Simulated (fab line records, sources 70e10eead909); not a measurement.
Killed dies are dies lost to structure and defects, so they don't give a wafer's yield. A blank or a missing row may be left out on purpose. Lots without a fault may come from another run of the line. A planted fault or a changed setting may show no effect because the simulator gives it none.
Chamber matching | flow nand_harc | NHARC_A_CHANNEL_FILL_D2_ALD_02 on ald_hk-04: 4 sister chambers
The step deposits SiO2, target thk 6 nm, pulse time 10 s, ald cycles 60. 8 wafers are shown with their chamber, then 7 later ones without.

WAFERS WITH THEIR CHAMBER
wafer  | chamber | heater_power_w (W) | heater_power_outer_w (W)
L075.3 | 0       | 513                | 276
L083.2 | 0       | 519                | 285
L083.5 | 3       | 441                | 257
L087.1 | 3       | 458                | 262
L087.5 | 2       | 452                | 241
L087.6 | 1       | 419                | 234
L089.1 | 2       | 452                | 246
L089.3 | 1       | 424                | 239

WAFERS WITHOUT THEIR CHAMBER
wafer  | heater_power_w (W) | heater_power_outer_w (W)
L089.4 | 496                | 275
L093.2 | 436                | 235
L093.3 | 454                | 279
L093.5 | 440                | 247
L097.2 | 498                | 269
L097.4 | 446                | 264
L097.5 | 412                | 236

WHICH CHAMBER EACH WENT THROUGH
wafer  | from the rows above          | in truth
L089.4 | 0                            | 0
L093.2 | can't be placed: 1 or 2      | 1
L093.3 | 3                            | 3
L093.5 | can't be placed: 2 or 3 or 1 | 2
L097.2 | 0                            | 0
L097.4 | 3                            | 3
L097.5 | 1                            | 1
Placed correctly: 5 of 7. Can't be placed from these rows: 2 (the true chamber is among the candidates in 2). Placed wrongly: 0.
How it was worked out, from the rows above alone: a wafer's distance from a chamber is the root of the sum, over the readings, of the square of ((its reading less the chamber's mean) divided by the reading's scatter). The wafer belongs to the nearest chamber; if the next one is less than 2 further off, it can't be placed. A chamber's mean is the mean of its shown wafers. The scatter: the root of (the sum of the squares of (reading less its chamber's mean) over the shown wafers, divided by (wafers less chambers)).
